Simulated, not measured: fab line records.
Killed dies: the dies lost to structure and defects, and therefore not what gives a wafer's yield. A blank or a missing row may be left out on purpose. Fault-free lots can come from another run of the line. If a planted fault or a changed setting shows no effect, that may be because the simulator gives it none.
Code-filled problem report in 8D (eight disciplines) form | flow n5-finfet | the parts of the form that need people (team, actions taken, sign-off) are left out

## 1. THE ISSUE
Wafers without a fault read 40, standard deviation 11; killed-at-front-end at N5_PASSIVATION_PROBE_49 reads a mean of 136 on 6 wafers belonging to 2 lots. That is +8.7 standard deviations from the usual mean.
Earliest sighting: wafer L443.1 on prober-01 at day 15 07:29. Wafers with a number at this step in the record: 12, from 4 lots. Rule for "out", or "out of limits": more than 4 standard deviations from the usual mean. The rest of the wafers with a number are treated as sound.

## 2. WHAT IT IS; WHAT IT IS NOT
question                    | is                               | is not
which readings at this step | killed-at-front-end, killed-dies | killed_at_M0_to_M3, killed_at_M4_up, killed-at-other, killed-open, killed-short
which lots                  | L443, L446                       | L432, L436
which wafers of those lots  | all that have a number           | -
read on which tools         | prober-01                        | prober-02
when                        | from day 15 07:29                | up to then (6 sound wafers)

## 3. THE SUSPECTS, EACH WITH WHAT RULES IT OUT
Counting: a tool stays on the suspect list if, at a process step up to the reading, it processed all lots that are out and no sound lot following the first of them.
- ald-metal-04 at N5_HKMG_FIN_ALD_91 (deposits TiN, target thk 1 nm, pulse time 1 s, purge time 3 s): kept. All lots that are out passed through it, beginning with L443 at day 7 06:51, and no sound lot followed; its final sound lot before that point was L436 at day 5 06:57.
- pecvd-03 at N5_PASSIVATION_PECVD_01 (deposits SiNx from SiH4/NH3/N2, target thk 200 nm, time 43.2 s): kept. It ran every lot that is out, first L443 (day 15 00:38), and no sound lot after that.
- prober-01 at N5_PASSIVATION_PROBE_49: kept. It ran every lot that is out, first L443 (day 15 07:29), and no sound lot after that. Its own readings are out on those wafers: killed-at-front-end, killed-dies.
Still standing after the count: ald-metal-04 at N5_HKMG_FIN_ALD_91, pecvd-03 at N5_PASSIVATION_PECVD_01, prober-01 at N5_PASSIVATION_PROBE_49.

## 4. THE CAUSE (what the simulator had put in)
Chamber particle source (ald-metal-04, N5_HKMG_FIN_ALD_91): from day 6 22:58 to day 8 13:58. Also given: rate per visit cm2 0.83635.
This tool is one of the 3 suspects left after counting.

## 5. THE EFFECT CHAIN, in route order
Each row: a reading where the mean over the struck wafers with a number is more than 3 standard deviations away from the usual. Scope: only readings with a usual standard deviation given in the record; hours: median across lots of the time from each lot's start at the first step in this table that gives one to its start at this step; sigmas: change in usual standard deviations.
hours | step                    | reading             | usual | on struck wafers | change | sigmas
0     | N5_PASSIVATION_PROBE_49 | killed-at-front-end | 40    | 136              | +96    | +8.7
0     | N5_PASSIVATION_PROBE_49 | killed-dies         | 105   | 200              | +95    | +5.6
0     | N5_PASSIVATION_PROBE_49 | killed-on-rim       | 14    | 27               | +13    | +3.3
Process steps it contains:
- N5_PASSIVATION_PROBE_49

## 6. WHAT WOULD HAVE CAUGHT IT SOONER
First out-of-limits reading in this record: day 15 07:29, which is 201 hours after fault onset at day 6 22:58.
Tool readings at N5_HKMG_FIN_ALD_91 with a usual standard deviation given in the record: none out on any struck wafer, hence no alarm at a limit of 4 standard deviations on them.
All the lots that are out (2) had begun N5_HKMG_FIN_ALD_91 on ald-metal-04 by day 15 07:29. A hold on the tool at that time would have spared none of them.
